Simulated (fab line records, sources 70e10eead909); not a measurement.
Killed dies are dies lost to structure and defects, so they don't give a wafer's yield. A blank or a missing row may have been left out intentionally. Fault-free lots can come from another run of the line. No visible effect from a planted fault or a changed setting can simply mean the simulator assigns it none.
fab line records :: flow nand-harc
record:
  lots: 14
  wafers: 42
  last-day: 33
route steps=1302 shown A_BLC@1130 A_M0@1158
lots with no fault: from the same line, run without faults
start-h: hours from the record's first day to the start of the lot's first wafer shown :: wait-h: hours elapsed since this lot's preceding step :: " identical to the entry in the row above :: L1.1+2: a row that stands for several wafers :: - no value present, or no start provided :: * or withheld: withheld :: < > ~ a bound
route shown NAME@n: names a module that has steps shown in the file, with the first one's number in the route :: usual: average and standard deviation across the fault-free wafers :: same: alike in all rows :: chamber/n: place in a boat :: sites: per-site readings :: _std_site: how widely they spread, as a standard deviation :: _edge_site: mean of outer sites minus mean of inner sites :: radius-mm: for every site, how far away it sits from the centre of the wafer :: mask NAME#n: copy n :: behind: tool/chamber where the wafer was last shaped :: hold: cause of the lot's hold/its duration in hours/its outcome :: device: the n, p or np transistor that did not switch :: end of line: the route-end tests of the same wafers :: a step without rows: its recipe alone :: killed: not the wafer's yield, but the dies lost to structure and defects at the first sort :: map: a wafer's dies, x killed, . not, _ none there
set.NAME: the setting that was run; set.NAME@STEP: the one run at that earlier step :: model.NAME: the simulator's own value behind a step, which no gauge read
one table for each step of the route and one row for each wafer, over a sample of lots
services: a tool's chamber out of use, with start hour (start-h, from the record's first day; less than 0 if before it), hours out, and reason
== steps ==
step: NHARC_A_BLC_PVD_32
recipe:
  target-thk-a: 50
  chamber-pressure-pa: 5
  power-w: 5000
  substrate-temp-c: 200
  time-s: 17.7
  material: Ti
usual:
  throttle-valve-pct: 30.5/0.81
same:
  time-s: 17.7
lot.wafer: L264.1
tool: pvd-sputter-02
chamber: -
start-h: -
wait-h: -
throttle-valve-pct: 30.3

lot.wafer: L264.3
tool: pvd-sputter-02
chamber: -
start-h: -
wait-h: -
throttle-valve-pct: 31.2

lot.wafer: L264.6
tool: pvd-sputter-02
chamber: -
start-h: -
wait-h: -
throttle-valve-pct: 31.3

lot.wafer: L263.2
tool: pvd-sputter-02
chamber: -
start-h: -
wait-h: -
throttle-valve-pct: 31.1

lot.wafer: L263.1
tool: pvd-sputter-02
chamber: -
start-h: -
wait-h: -
throttle-valve-pct: 31.4

lot.wafer: L263.5
tool: pvd-sputter-02
chamber: -
start-h: -
wait-h: -
throttle-valve-pct: 31.2

lot.wafer: L265.2
tool: pvd-sputter-01
chamber: -
start-h: -
wait-h: -
throttle-valve-pct: 30.6

lot.wafer: L265.1
tool: pvd-sputter-01
chamber: -
start-h: -
wait-h: -
throttle-valve-pct: 30.2

lot.wafer: L265.5
tool: pvd-sputter-01
chamber: -
start-h: -
wait-h: -
throttle-valve-pct: 30.9

lot.wafer: L267.4
tool: pvd-sputter-03
chamber: -
start-h: -
wait-h: -
throttle-valve-pct: 30.2

lot.wafer: L267.3
tool: pvd-sputter-03
chamber: -
start-h: -
wait-h: -
throttle-valve-pct: 28.6

lot.wafer: L267.6
tool: pvd-sputter-03
chamber: -
start-h: -
wait-h: -
throttle-valve-pct: 30.0

lot.wafer: L270.4
tool: pvd-sputter-02
chamber: -
start-h: -
wait-h: -
throttle-valve-pct: 31.3

lot.wafer: L270.2
tool: pvd-sputter-02
chamber: -
start-h: -
wait-h: -
throttle-valve-pct: 31.2

lot.wafer: L270.6
tool: pvd-sputter-02
chamber: -
start-h: -
wait-h: -
throttle-valve-pct: 31.3

lot.wafer: L269.4
tool: pvd-sputter-03
chamber: -
start-h: -
wait-h: -
throttle-valve-pct: 30.2

lot.wafer: L269.2
tool: pvd-sputter-03
chamber: -
start-h: -
wait-h: -
throttle-valve-pct: 28.5

lot.wafer: L269.5
tool: pvd-sputter-03
chamber: -
start-h: -
wait-h: -
throttle-valve-pct: 30.3

lot.wafer: L268.4
tool: pvd-sputter-02
chamber: -
start-h: -
wait-h: -
throttle-valve-pct: 30.3

lot.wafer: L268.2
tool: pvd-sputter-02
chamber: -
start-h: -
wait-h: -
throttle-valve-pct: 31.1

lot.wafer: L268.5
tool: pvd-sputter-02
chamber: -
start-h: -
wait-h: -
throttle-valve-pct: 31.2

lot.wafer: L272.1
tool: pvd-sputter-02
chamber: -
start-h: -
wait-h: -
throttle-valve-pct: 31.3

lot.wafer: L272.3
tool: pvd-sputter-02
chamber: -
start-h: -
wait-h: -
throttle-valve-pct: 31.5

lot.wafer: L272.2
tool: pvd-sputter-02
chamber: -
start-h: -
wait-h: -
throttle-valve-pct: 31.3

lot.wafer: L271.2
tool: pvd-sputter-03
chamber: -
start-h: -
wait-h: -
throttle-valve-pct: 28.7

lot.wafer: L271.3
tool: pvd-sputter-03
chamber: -
start-h: -
wait-h: -
throttle-valve-pct: 30.3

lot.wafer: L271.5
tool: pvd-sputter-03
chamber: -
start-h: -
wait-h: -
throttle-valve-pct: 28.7

lot.wafer: L273.1
tool: pvd-sputter-03
chamber: -
start-h: -
wait-h: -
throttle-valve-pct: 30.3

lot.wafer: L273.3
tool: pvd-sputter-03
chamber: -
start-h: -
wait-h: -
throttle-valve-pct: 30.2

lot.wafer: L273.6
tool: pvd-sputter-03
chamber: -
start-h: -
wait-h: -
throttle-valve-pct: 30.1

lot.wafer: L282.1
tool: pvd-sputter-01
chamber: -
start-h: -
wait-h: -
throttle-valve-pct: 31.2

lot.wafer: L282.4
tool: pvd-sputter-01
chamber: -
start-h: -
wait-h: -
throttle-valve-pct: 31.2

lot.wafer: L282.5
tool: pvd-sputter-01
chamber: -
start-h: -
wait-h: -
throttle-valve-pct: 31.0

lot.wafer: L283.4
tool: pvd-sputter-02
chamber: -
start-h: -
wait-h: -
throttle-valve-pct: 30.5

lot.wafer: L283.1
tool: pvd-sputter-02
chamber: -
start-h: -
wait-h: -
throttle-valve-pct: 30.9

lot.wafer: L283.5
tool: pvd-sputter-02
chamber: -
start-h: -
wait-h: -
throttle-valve-pct: 32.2

lot.wafer: L284.4
tool: pvd-sputter-02
chamber: -
start-h: -
wait-h: -
throttle-valve-pct: 32.4

lot.wafer: L284.5
tool: pvd-sputter-02
chamber: -
start-h: -
wait-h: -
throttle-valve-pct: 30.9

lot.wafer: L284.6
tool: pvd-sputter-02
chamber: -
start-h: -
wait-h: -
throttle-valve-pct: 32.1

lot.wafer: L285.4
tool: pvd-sputter-01
chamber: -
start-h: -
wait-h: -
throttle-valve-pct: 31.3

lot.wafer: L285.3
tool: pvd-sputter-01
chamber: -
start-h: -
wait-h: -
throttle-valve-pct: 30.7

lot.wafer: L285.1
tool: pvd-sputter-01
chamber: -
start-h: -
wait-h: -
throttle-valve-pct: 31.1
step: NHARC_A_M0_PVD_20
recipe:
  target-thk-a: 50
  bias-v: 168.6
  power-w: 15000
  chamber-pressure-pa: 0.12
  time-s: 8.06
  substrate-temp-c: 50
  material: TaN
usual:
  throttle-valve-pct: 30.5/0.85
same:
  time-s: 8.06
lot.wafer: L264.1
tool: pvd-sputter-01
chamber: -
start-h: -
wait-h: -
throttle-valve-pct: 29.8

lot.wafer: L264.3
tool: pvd-sputter-01
chamber: -
start-h: -
wait-h: -
throttle-valve-pct: 30.8

lot.wafer: L264.6
tool: pvd-sputter-01
chamber: -
start-h: -
wait-h: -
throttle-valve-pct: 29.9

lot.wafer: L263.2
tool: pvd-sputter-02
chamber: -
start-h: -
wait-h: -
throttle-valve-pct: 31.0

lot.wafer: L263.1
tool: pvd-sputter-02
chamber: -
start-h: -
wait-h: -
throttle-valve-pct: 30.4

lot.wafer: L263.5
tool: pvd-sputter-02
chamber: -
start-h: -
wait-h: -
throttle-valve-pct: 31.3

lot.wafer: L265.2
tool: pvd-sputter-03
chamber: -
start-h: -
wait-h: -
throttle-valve-pct: 30.2

lot.wafer: L265.1
tool: pvd-sputter-03
chamber: -
start-h: -
wait-h: -
throttle-valve-pct: 29.7

lot.wafer: L265.5
tool: pvd-sputter-03
chamber: -
start-h: -
wait-h: -
throttle-valve-pct: 28.6

lot.wafer: L267.3
tool: pvd-sputter-02
chamber: -
start-h: -
wait-h: -
throttle-valve-pct: 31.4

lot.wafer: L267.4
tool: pvd-sputter-02
chamber: -
start-h: -
wait-h: -
throttle-valve-pct: 31.3

lot.wafer: L267.6
tool: pvd-sputter-02
chamber: -
start-h: -
wait-h: -
throttle-valve-pct: 31.3

lot.wafer: L270.2
tool: pvd-sputter-02
chamber: -
start-h: -
wait-h: -
throttle-valve-pct: 31.4

lot.wafer: L270.4
tool: pvd-sputter-02
chamber: -
start-h: -
wait-h: -
throttle-valve-pct: 31.3

lot.wafer: L270.6
tool: pvd-sputter-02
chamber: -
start-h: -
wait-h: -
throttle-valve-pct: 31.4

lot.wafer: L269.2
tool: pvd-sputter-01
chamber: -
start-h: -
wait-h: -
throttle-valve-pct: 30.0

lot.wafer: L269.4
tool: pvd-sputter-01
chamber: -
start-h: -
wait-h: -
throttle-valve-pct: 31.1

lot.wafer: L269.5
tool: pvd-sputter-01
chamber: -
start-h: -
wait-h: -
throttle-valve-pct: 30.6

lot.wafer: L268.2
tool: pvd-sputter-01
chamber: -
start-h: -
wait-h: -
throttle-valve-pct: 31.2

lot.wafer: L268.4
tool: pvd-sputter-01
chamber: -
start-h: -
wait-h: -
throttle-valve-pct: 30.7

lot.wafer: L268.5
tool: pvd-sputter-01
chamber: -
start-h: -
wait-h: -
throttle-valve-pct: 30.8

lot.wafer: L272.3
tool: pvd-sputter-02
chamber: -
start-h: -
wait-h: -
throttle-valve-pct: 31.0

lot.wafer: L272.1
tool: pvd-sputter-02
chamber: -
start-h: -
wait-h: -
throttle-valve-pct: 31.4

lot.wafer: L272.2
tool: pvd-sputter-02
chamber: -
start-h: -
wait-h: -
throttle-valve-pct: 30.2

lot.wafer: L271.2
tool: pvd-sputter-02
chamber: -
start-h: -
wait-h: -
throttle-valve-pct: 31.1

lot.wafer: L271.3
tool: pvd-sputter-02
chamber: -
start-h: -
wait-h: -
throttle-valve-pct: 31.1

lot.wafer: L271.5
tool: pvd-sputter-02
chamber: -
start-h: -
wait-h: -
throttle-valve-pct: 31.2

lot.wafer: L273.3
tool: pvd-sputter-03
chamber: -
start-h: -
wait-h: -
throttle-valve-pct: 28.7

lot.wafer: L273.1
tool: pvd-sputter-03
chamber: -
start-h: -
wait-h: -
throttle-valve-pct: 30.3

lot.wafer: L273.6
tool: pvd-sputter-03
chamber: -
start-h: -
wait-h: -
throttle-valve-pct: 28.8

lot.wafer: L282.4
tool: pvd-sputter-03
chamber: -
start-h: -
wait-h: -
throttle-valve-pct: 30.2

lot.wafer: L282.1
tool: pvd-sputter-03
chamber: -
start-h: -
wait-h: -
throttle-valve-pct: 28.8

lot.wafer: L282.5
tool: pvd-sputter-03
chamber: -
start-h: -
wait-h: -
throttle-valve-pct: 30.4

lot.wafer: L283.1
tool: pvd-sputter-02
chamber: -
start-h: -
wait-h: -
throttle-valve-pct: 30.8

lot.wafer: L283.4
tool: pvd-sputter-02
chamber: -
start-h: -
wait-h: -
throttle-valve-pct: 30.4

lot.wafer: L283.5
tool: pvd-sputter-02
chamber: -
start-h: -
wait-h: -
throttle-valve-pct: 32.0

lot.wafer: L284.4
tool: pvd-sputter-01
chamber: -
start-h: -
wait-h: -
throttle-valve-pct: 31.2

lot.wafer: L284.5
tool: pvd-sputter-01
chamber: -
start-h: -
wait-h: -
throttle-valve-pct: 31.3

lot.wafer: L284.6
tool: pvd-sputter-01
chamber: -
start-h: -
wait-h: -
throttle-valve-pct: 31.0

lot.wafer: L285.1
tool: pvd-sputter-02
chamber: -
start-h: -
wait-h: -
throttle-valve-pct: 32.1

lot.wafer: L285.4
tool: pvd-sputter-02
chamber: -
start-h: -
wait-h: -
throttle-valve-pct: 30.7

lot.wafer: L285.3
tool: pvd-sputter-02
chamber: -
start-h: -
wait-h: -
throttle-valve-pct: 30.5
step: NHARC_A_M0_ECD_22
recipe:
  target-thk-a: 4000
  bath-temp-c: 25
  material: Cu
lot.wafer: L264.1+3+6
tool: ecd-cu-02
chamber: 0,1,1
start-h: 533.33
wait-h: -

lot.wafer: L263.2+1+5
tool: ecd-cu-01
chamber: 0,1,1
start-h: 534.27
wait-h: -

lot.wafer: L265.2+1+5
tool: ecd-cu-02
chamber: 1,0,0
start-h: 556.43
wait-h: -

lot.wafer: L267.3+4+6
tool: ecd-cu-02
chamber: 1,0,0
start-h: 563.50
wait-h: -

lot.wafer: L270.2+4+6
tool: ecd-cu-02
chamber: 1,0,0
start-h: 588.82
wait-h: -

lot.wafer: L269.2+4+5
tool: ecd-cu-01
chamber: 1,0,1
start-h: 593.03
wait-h: -

lot.wafer: L268.2+4+5
tool: ecd-cu-01
chamber: 1,1,0
start-h: 596.01
wait-h: -

lot.wafer: L272.2+1+3
tool: ecd-cu-02
chamber: 0,1,0
start-h: 618.84
wait-h: -

lot.wafer: L271.2+3+5
tool: ecd-cu-02
chamber: 0,0,1
start-h: 623.73
wait-h: -

lot.wafer: L273.1+3+6
tool: ecd-cu-02
chamber: 0,1,1
start-h: 626.21
wait-h: -

lot.wafer: L282.1+4+5
tool: ecd-cu-02
chamber: 0,1,0
start-h: 715.33
wait-h: -

lot.wafer: L283.1+4+5
tool: ecd-cu-02
chamber: 1,0,1
start-h: 736.21
wait-h: -

lot.wafer: L284.4+5+6
tool: ecd-cu-02
chamber: 0,0,1
start-h: 738.15
wait-h: -

lot.wafer: L285.1+4+3
tool: ecd-cu-02
chamber: 1,0,1
start-h: 761.03
wait-h: -
step: NHARC_A_M0_CMP_23
recipe:
  t-overpolish-s: 20
  target-thk-nm: 113.75
usual:
  motor-current-A: 12.1/1.2
  time-to-endpoint-s: 30/3.5
lot.wafer: L264.3
tool: cmp-03
chamber: 0
start-h: 534.05
wait-h: -
motor-current-A: 12.6
time-to-endpoint-s: 26

lot.wafer: L264.1
tool: cmp-03
chamber: 1
start-h: 534.05
wait-h: -
motor-current-A: 14.0
time-to-endpoint-s: 28

lot.wafer: L264.6
tool: cmp-03
chamber: 1
start-h: 534.05
wait-h: -
motor-current-A: 13.9
time-to-endpoint-s: 29

lot.wafer: L263.2
tool: cmp-04
chamber: 3
start-h: 534.98
wait-h: -
motor-current-A: 12.2
time-to-endpoint-s: 24

lot.wafer: L263.1
tool: cmp-04
chamber: 0
start-h: 534.98
wait-h: -
motor-current-A: 11.4
time-to-endpoint-s: 29

lot.wafer: L263.5
tool: cmp-04
chamber: 3
start-h: 534.98
wait-h: -
motor-current-A: 11.3
time-to-endpoint-s: 24

lot.wafer: L265.1
tool: cmp-02
chamber: 2
start-h: 557.19
wait-h: -
motor-current-A: 12.2
time-to-endpoint-s: 35

lot.wafer: L265.2
tool: cmp-02
chamber: 0
start-h: 557.19
wait-h: -
motor-current-A: 12.5
time-to-endpoint-s: 33

lot.wafer: L265.5
tool: cmp-02
chamber: 1
start-h: 557.19
wait-h: -
motor-current-A: 12.2
time-to-endpoint-s: 29

lot.wafer: L267.4
tool: cmp-04
chamber: 0
start-h: 564.14
wait-h: -
motor-current-A: 11.4
time-to-endpoint-s: 34

lot.wafer: L267.3
tool: cmp-04
chamber: 1
start-h: 564.14
wait-h: -
motor-current-A: 9.7
time-to-endpoint-s: 23

lot.wafer: L267.6
tool: cmp-04
chamber: 0
start-h: 564.14
wait-h: -
motor-current-A: 11.6
time-to-endpoint-s: 31

lot.wafer: L270.2
tool: cmp-02
chamber: 2
start-h: 589.55
wait-h: -
motor-current-A: 12.8
time-to-endpoint-s: 35

lot.wafer: L270.4
tool: cmp-02
chamber: 3
start-h: 589.55
wait-h: -
motor-current-A: 10.4
time-to-endpoint-s: 27

lot.wafer: L270.6
tool: cmp-02
chamber: 2
start-h: 589.55
wait-h: -
motor-current-A: 12.1
time-to-endpoint-s: 32

lot.wafer: L269.4
tool: cmp-02
chamber: 0
start-h: 593.70
wait-h: -
motor-current-A: 13.2
time-to-endpoint-s: 27

lot.wafer: L269.2
tool: cmp-02
chamber: 1
start-h: 593.70
wait-h: -
motor-current-A: 12.0
time-to-endpoint-s: 28

lot.wafer: L269.5
tool: cmp-02
chamber: 0
start-h: 593.70
wait-h: -
motor-current-A: 12.5
time-to-endpoint-s: 29

lot.wafer: L268.2
tool: cmp-02
chamber: 3
start-h: 596.74
wait-h: -
motor-current-A: 10.0
time-to-endpoint-s: 29

lot.wafer: L268.4
tool: cmp-02
chamber: 1
start-h: 596.74
wait-h: -
motor-current-A: 11.2
time-to-endpoint-s: 29

lot.wafer: L268.5
tool: cmp-02
chamber: 0
start-h: 596.74
wait-h: -
motor-current-A: 12.2
time-to-endpoint-s: 32

lot.wafer: L272.1
tool: cmp-03
chamber: 0
start-h: 619.57
wait-h: -
motor-current-A: 11.7
time-to-endpoint-s: 29

lot.wafer: L272.3
tool: cmp-03
chamber: 1
start-h: 619.57
wait-h: -
motor-current-A: 13.9
time-to-endpoint-s: 32

lot.wafer: L272.2
tool: cmp-03
chamber: 2
start-h: 619.57
wait-h: -
motor-current-A: 13.7
time-to-endpoint-s: 29

lot.wafer: L271.3
tool: cmp-04
chamber: 3
start-h: 624.43
wait-h: -
motor-current-A: 11.4
time-to-endpoint-s: 27

lot.wafer: L271.2
tool: cmp-04
chamber: 1
start-h: 624.43
wait-h: -
motor-current-A: 10.2
time-to-endpoint-s: 23

lot.wafer: L271.5
tool: cmp-04
chamber: 3
start-h: 624.43
wait-h: -
motor-current-A: 11.8
time-to-endpoint-s: 8

lot.wafer: L273.1
tool: cmp-03
chamber: 3
start-h: 626.92
wait-h: -
motor-current-A: 11.1
time-to-endpoint-s: 13

lot.wafer: L273.3
tool: cmp-03
chamber: 1
start-h: 626.92
wait-h: -
motor-current-A: 13.3
time-to-endpoint-s: 33

lot.wafer: L273.6
tool: cmp-03
chamber: 2
start-h: 626.92
wait-h: -
motor-current-A: 13.7
time-to-endpoint-s: 13

lot.wafer: L282.4
tool: cmp-03
chamber: 1
start-h: 716.00
wait-h: -
motor-current-A: 13.9
time-to-endpoint-s: 31

lot.wafer: L282.1
tool: cmp-03
chamber: 0
start-h: 716.00
wait-h: -
motor-current-A: 12.3
time-to-endpoint-s: 29

lot.wafer: L282.5
tool: cmp-03
chamber: 1
start-h: 716.00
wait-h: -
motor-current-A: 14.1
time-to-endpoint-s: 30

lot.wafer: L283.1
tool: cmp-03
chamber: 1
start-h: 736.88
wait-h: -
motor-current-A: 13.2
time-to-endpoint-s: 29

lot.wafer: L283.4
tool: cmp-03
chamber: 2
start-h: 736.88
wait-h: -
motor-current-A: 13.3
time-to-endpoint-s: 31

lot.wafer: L283.5
tool: cmp-03
chamber: 1
start-h: 736.88
wait-h: -
motor-current-A: 13.0
time-to-endpoint-s: 29

lot.wafer: L284.4
tool: cmp-02
chamber: 2
start-h: 738.79
wait-h: -
motor-current-A: 13.0
time-to-endpoint-s: 30

lot.wafer: L284.5
tool: cmp-02
chamber: 1
start-h: 738.79
wait-h: -
motor-current-A: 11.8
time-to-endpoint-s: 23

lot.wafer: L284.6
tool: cmp-02
chamber: 2
start-h: 738.79
wait-h: -
motor-current-A: 13.0
time-to-endpoint-s: 33

lot.wafer: L285.4
tool: cmp-03
chamber: 2
start-h: 761.73
wait-h: -
motor-current-A: 14.1
time-to-endpoint-s: 29

lot.wafer: L285.1
tool: cmp-03
chamber: 3
start-h: 761.73
wait-h: -
motor-current-A: 10.9
time-to-endpoint-s: 33

lot.wafer: L285.3
tool: cmp-03
chamber: 0
start-h: 761.73
wait-h: -
motor-current-A: 12.6
time-to-endpoint-s: 27
step: NHARC_A_M0_DEP_32
recipe:
  target-thk-a: 300
  temp-c: 370
  target-thk-nm: 30
  pressure-torr: 3
  flow-sccm: 200
  rf-w: 450
  material: SiCN
usual:
  heater-power-outer-w: 360/30
  heater-power-w: 634/44
  showerhead-vpp-V: 1274/48
lot.wafer: L264.3
tool: pecvd-04
chamber: 0
start-h: 534.67
wait-h: 0.1
heater-power-outer-w: 381
heater-power-w: 669
showerhead-vpp-V: 1282

lot.wafer: L264.1
tool: pecvd-04
chamber: 2
start-h: 534.67
wait-h: 0.1
heater-power-outer-w: 369
heater-power-w: 669
showerhead-vpp-V: 1271

lot.wafer: L264.6
tool: pecvd-04
chamber: 1
start-h: 534.67
wait-h: 0.1
heater-power-outer-w: 368
heater-power-w: 645
showerhead-vpp-V: 1259

lot.wafer: L263.2
tool: pecvd-04
chamber: 2
start-h: 535.64
wait-h: 0.1
heater-power-outer-w: 341
heater-power-w: 654
showerhead-vpp-V: 1272

lot.wafer: L263.1
tool: pecvd-04
chamber: 0
start-h: 535.64
wait-h: 0.1
heater-power-outer-w: 365
heater-power-w: 633
showerhead-vpp-V: 1302

lot.wafer: L263.5
tool: pecvd-04
chamber: 1
start-h: 535.64
wait-h: 0.1
heater-power-outer-w: 399
heater-power-w: 669
showerhead-vpp-V: 1251

lot.wafer: L265.2
tool: pecvd-02
chamber: 1
start-h: 557.82
wait-h: 0.1
heater-power-outer-w: 370
heater-power-w: 669
showerhead-vpp-V: 1242

lot.wafer: L265.1
tool: pecvd-02
chamber: 2
start-h: 557.82
wait-h: 0.1
heater-power-outer-w: 364
heater-power-w: 630
showerhead-vpp-V: 1265

lot.wafer: L265.5
tool: pecvd-02
chamber: 0
start-h: 557.82
wait-h: 0.1
heater-power-outer-w: 368
heater-power-w: 602
showerhead-vpp-V: 1242

lot.wafer: L267.3
tool: pecvd-02
chamber: 1
start-h: 564.86
wait-h: 0.1
heater-power-outer-w: 354
heater-power-w: 637
showerhead-vpp-V: 1238

lot.wafer: L267.4
tool: pecvd-02
chamber: 0
start-h: 564.86
wait-h: 0.1
heater-power-outer-w: 371
heater-power-w: 600
showerhead-vpp-V: 1277

lot.wafer: L267.6
tool: pecvd-02
chamber: 1
start-h: 564.86
wait-h: 0.1
heater-power-outer-w: 355
heater-power-w: 649
showerhead-vpp-V: 1212

lot.wafer: L270.2
tool: pecvd-04
chamber: 1
start-h: 590.21
wait-h: 0.1
heater-power-outer-w: 348
heater-power-w: 618
showerhead-vpp-V: 1269

lot.wafer: L270.4
tool: pecvd-04
chamber: 0
start-h: 590.21
wait-h: 0.1
heater-power-outer-w: 329
heater-power-w: 597
showerhead-vpp-V: 1302

lot.wafer: L270.6
tool: pecvd-04
chamber: 1
start-h: 590.21
wait-h: 0.1
heater-power-outer-w: 353
heater-power-w: 636
showerhead-vpp-V: 1249

lot.wafer: L269.2
tool: pecvd-04
chamber: 0
start-h: 594.37
wait-h: 0.1
heater-power-outer-w: 374
heater-power-w: 645
showerhead-vpp-V: 1311

lot.wafer: L269.4
tool: pecvd-04
chamber: 1
start-h: 594.37
wait-h: 0.1
heater-power-outer-w: 401
heater-power-w: 664
showerhead-vpp-V: 1271

lot.wafer: L269.5
tool: pecvd-04
chamber: 2
start-h: 594.37
wait-h: 0.1
heater-power-outer-w: 371
heater-power-w: 643
showerhead-vpp-V: 1287

lot.wafer: L268.2
tool: pecvd-04
chamber: 0
start-h: 597.39
wait-h: 0.1
heater-power-outer-w: 309
heater-power-w: 560
showerhead-vpp-V: 1321

lot.wafer: L268.5
tool: pecvd-04
chamber: 0
start-h: 597.39
wait-h: 0.1
heater-power-outer-w: 315
heater-power-w: 573
showerhead-vpp-V: 1325

lot.wafer: L268.4
tool: pecvd-04
chamber: 2
start-h: 597.39
wait-h: 0.1
heater-power-outer-w: 381
heater-power-w: 677
showerhead-vpp-V: 1277

lot.wafer: L272.1
tool: pecvd-03
chamber: 0
start-h: 620.19
wait-h: 0.1
heater-power-outer-w: 368
heater-power-w: 625
showerhead-vpp-V: 1207

lot.wafer: L272.2
tool: pecvd-03
chamber: 1
start-h: 620.19
wait-h: 0.1
heater-power-outer-w: 402
heater-power-w: 669
showerhead-vpp-V: 1411

lot.wafer: L272.3
tool: pecvd-03
chamber: 2
start-h: 620.19
wait-h: 0.1
heater-power-outer-w: 368
heater-power-w: 673
showerhead-vpp-V: 1238

lot.wafer: L271.2
tool: pecvd-02
chamber: 1
start-h: 625.07
wait-h: 0.1
heater-power-outer-w: 374
heater-power-w: 695
showerhead-vpp-V: 1213

lot.wafer: L271.3
tool: pecvd-02
chamber: 2
start-h: 625.07
wait-h: 0.1
heater-power-outer-w: 301
heater-power-w: 554
showerhead-vpp-V: 1250

lot.wafer: L271.5
tool: pecvd-02
chamber: 0
start-h: 625.07
wait-h: 0.1
heater-power-outer-w: 371
heater-power-w: 594
showerhead-vpp-V: 1278

lot.wafer: L273.3
tool: pecvd-04
chamber: 0
start-h: 627.55
wait-h: 0.1
heater-power-outer-w: 315
heater-power-w: 575
showerhead-vpp-V: 1325

lot.wafer: L273.1
tool: pecvd-04
chamber: 1
start-h: 627.55
wait-h: 0.1
heater-power-outer-w: 396
heater-power-w: 674
showerhead-vpp-V: 1253

lot.wafer: L273.6
tool: pecvd-04
chamber: 0
start-h: 627.55
wait-h: 0.1
heater-power-outer-w: 319
heater-power-w: 568
showerhead-vpp-V: 1303

lot.wafer: L282.1
tool: pecvd-02
chamber: 2
start-h: 716.70
wait-h: 0.1
heater-power-outer-w: 290
heater-power-w: 549
showerhead-vpp-V: 1238

lot.wafer: L282.4
tool: pecvd-02
chamber: 0
start-h: 716.70
wait-h: 0.1
heater-power-outer-w: 380
heater-power-w: 619
showerhead-vpp-V: 1275

lot.wafer: L282.5
tool: pecvd-02
chamber: 1
start-h: 716.70
wait-h: 0.1
heater-power-outer-w: 378
heater-power-w: 702
showerhead-vpp-V: 1228

lot.wafer: L283.1
tool: pecvd-04
chamber: 0
start-h: 737.59
wait-h: 0.1
heater-power-outer-w: 328
heater-power-w: 588
showerhead-vpp-V: 1321

lot.wafer: L283.5
tool: pecvd-04
chamber: 1
start-h: 737.59
wait-h: 0.1
heater-power-outer-w: 404
heater-power-w: 686
showerhead-vpp-V: 1231

lot.wafer: L283.4
tool: pecvd-04
chamber: 2
start-h: 737.59
wait-h: 0.1
heater-power-outer-w: 353
heater-power-w: 657
showerhead-vpp-V: 1268

lot.wafer: L284.4
tool: pecvd-02
chamber: 0
start-h: 739.52
wait-h: 0.2
heater-power-outer-w: 361
heater-power-w: 611
showerhead-vpp-V: 1299

lot.wafer: L284.5
tool: pecvd-02
chamber: 1
start-h: 739.52
wait-h: 0.2
heater-power-outer-w: 383
heater-power-w: 694
showerhead-vpp-V: 1215

lot.wafer: L284.6
tool: pecvd-02
chamber: 2
start-h: 739.52
wait-h: 0.2
heater-power-outer-w: 307
heater-power-w: 551
showerhead-vpp-V: 1268

lot.wafer: L285.3
tool: pecvd-04
chamber: 2
start-h: 762.32
wait-h: 0.1
heater-power-outer-w: 319
heater-power-w: 602
showerhead-vpp-V: 1285

lot.wafer: L285.1
tool: pecvd-04
chamber: 1
start-h: 762.32
wait-h: 0.1
heater-power-outer-w: 332
heater-power-w: 604
showerhead-vpp-V: 1245

lot.wafer: L285.4
tool: pecvd-04
chamber: 1
start-h: 762.32
wait-h: 0.1
heater-power-outer-w: 338
heater-power-w: 604
showerhead-vpp-V: 1251
== services ==
tool: pvd-sputter-02
chamber: -
start-h: 518.63
hours: 1.7
kind: repair

tool: pvd-sputter-03
chamber: -
start-h: 526.00
hours: 10.0
kind: pm

tool: cmp-03
chamber: -
start-h: 541.63
hours: 3.1
kind: repair

tool: cmp-03
chamber: -
start-h: 554.37
hours: 4.0
kind: pm

tool: pvd-sputter-03
chamber: -
start-h: 554.89
hours: 0.7
kind: repair

tool: pvd-sputter-01
chamber: -
start-h: 582.00
hours: 10.0
kind: pm

tool: pvd-sputter-03
chamber: -
start-h: 590.50
hours: 1.5
kind: repair

tool: ecd-cu-02
chamber: -
start-h: 596.04
hours: 8.0
kind: pm

tool: pvd-sputter-02
chamber: -
start-h: 606.32
hours: 2.5
kind: repair

tool: cmp-03
chamber: -
start-h: 624.30
hours: 2.3
kind: repair

tool: pvd-sputter-01
chamber: -
start-h: 625.73
hours: 0.6
kind: repair

tool: pecvd-04
chamber: -
start-h: 631.52
hours: 13.0
kind: pm

tool: pvd-sputter-02
chamber: -
start-h: 638.00
hours: 10.0
kind: pm

tool: cmp-03
chamber: -
start-h: 638.98
hours: 0.4
kind: repair

tool: pecvd-04
chamber: -
start-h: 651.56
hours: 5.4
kind: repair

tool: cmp-03
chamber: -
start-h: 652.37
hours: 4.0
kind: pm

tool: pvd-sputter-02
chamber: -
start-h: 668.98
hours: 7.1
kind: repair

tool: pecvd-04
chamber: -
start-h: 670.03
hours: 0.6
kind: repair

tool: ecd-cu-02
chamber: -
start-h: 672.05
hours: 9.7
kind: repair

tool: pvd-sputter-03
chamber: -
start-h: 704.00
hours: 10.0
kind: pm

tool: pecvd-04
chamber: -
start-h: 713.04
hours: 0.8
kind: repair

tool: pvd-sputter-03
chamber: -
start-h: 737.57
hours: 5.9
kind: repair

tool: pvd-sputter-01
chamber: -
start-h: 740.82
hours: 4.2
kind: repair

tool: pvd-sputter-01
chamber: -
start-h: 760.00
hours: 10.0
kind: pm
== key ==
first-sign:
  step: NHARC_A_M0_CMP_23
  reading: time-to-endpoint-s
  direction: down
  sigmas: 5.3
  usual: *
  struck: *
effect none on later readings
met-at NHARC_A_M0_ECD_22
struck-lots L271,L273
struck-wafers L271.5,L273.1,L273.6
later-rows-left-out L271.5,L273.1,L273.6
sort-left-out L271.5,L273.1,L273.6
not-acting-at NHARC_A_BLC_PVD_32,NHARC_A_M0_PVD_20,NHARC_A_M0_DEP_32
onset-between 618.84 623.73
fault:
  kind: process-parameter-drift
  tool: ecd-cu-02
  chamber: -
  onset-h: 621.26
  steps: NHARC_A_M0_ECD_22
  channel: target-thk-a
  offset: *
  shape: step
  end-h: 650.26
  scope: struck-wafers-only
  acts-in: *
  stated: *
sort-left-out: the simulated sort isn't trusted on such a fault, so these wafers' sort isn't shown, and their yield isn't known
later-rows-left-out: the simulator's readings of these wafers behind a module that went badly wrong aren't trusted and aren't shown, but for the sort
